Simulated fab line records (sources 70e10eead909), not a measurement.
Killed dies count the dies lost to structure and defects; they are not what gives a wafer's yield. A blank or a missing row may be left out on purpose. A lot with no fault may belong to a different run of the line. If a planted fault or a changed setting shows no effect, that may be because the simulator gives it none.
One fault seen from 2 desks	flow nand-harc	numbers are kept per desk, each desk with only its own; the story behind them comes last

== THE DEFECT DESK ==
Lot by lot, what the route's inspections counted, given as the mean of those sampled wafers with a number. A lot is out of limits, marked OUT, if its mean lies more than 4 standard deviations from the usual mean; the brackets give that distance.
Columns: A = raw-defect-count at NHARC_A_DECK1_JOINT_INSPECT_05, usual 329
lot	first seen here	A
L505	day 12 06:07	334
L506	day 13 10:50	270
L507	day 13 10:51	157
L509	day 14 07:11	356
L511	day 15 18:47	349
L512	day 15 18:50	310
L513	day 16 12:39	406
L514	day 16 19:54	393
L515	day 17 07:47	386
L516	day 17 07:47	354
L518	day 18 12:04	473
L521	day 19 17:22	360
L523	day 20 11:17	308
L527	day 22 05:37	251
Result from this desk: across the 14 lots, nothing is out of limits.

== METROLOGY DESK ==
What the gauges read, lot by lot, whatever tool the lot ran on: means of the sampled wafers that have a number. A lot is out of limits, marked OUT, if its mean lies more than 4 standard deviations from the usual mean; the brackets give that distance.
Columns: A = thk-nm at NHARC_A_ONON_D2_THK_MEAS_24, usual 1000 nm
lot	first seen here	A
L505	day 12 17:28	1000
L507	day 14 02:10	1000
L506	day 14 02:10	1000
L509	day 14 17:16	1004
L512	day 16 06:07	1002
L511	day 16 06:08	1009
L513	day 16 23:56	1003
L514	day 17 07:36	1011
L515	day 17 19:47	1008
L516	day 17 19:51	1014
L518	day 18 23:26	1012
L521	day 20 05:31	850 (-14) OUT
L523	day 20 23:01	781 (-20) OUT
L527	day 22 16:43	1004
Finding of this desk: L521, L523 out of limits; the first was L521 at day 20 05:31, on thk-nm at NHARC_A_ONON_D2_THK_MEAS_24. L505, L507, L506, L509, L512, L511, L513, L514, L515, L516, L518, L527: within limits.

== BROUGHT TOGETHER ==
L521, L523 would have let the metrology desk raise an alarm at day 20 05:31.
Nothing the defect desk looked at was out of limits.
The defect desk has L521, L523 on record, within its limits.
The lots listed all ran NHARC_A_ONON_D2_DEP_22 on pecvd-onon-04.

== WHAT THE SIMULATOR HAD INSERTED ==
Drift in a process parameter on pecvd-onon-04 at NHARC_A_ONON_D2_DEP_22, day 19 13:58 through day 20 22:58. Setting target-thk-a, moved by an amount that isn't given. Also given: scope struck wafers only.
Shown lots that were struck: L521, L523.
Delay in hours, fault start to first out-of-limits reading, per desk: metrology desk 16.
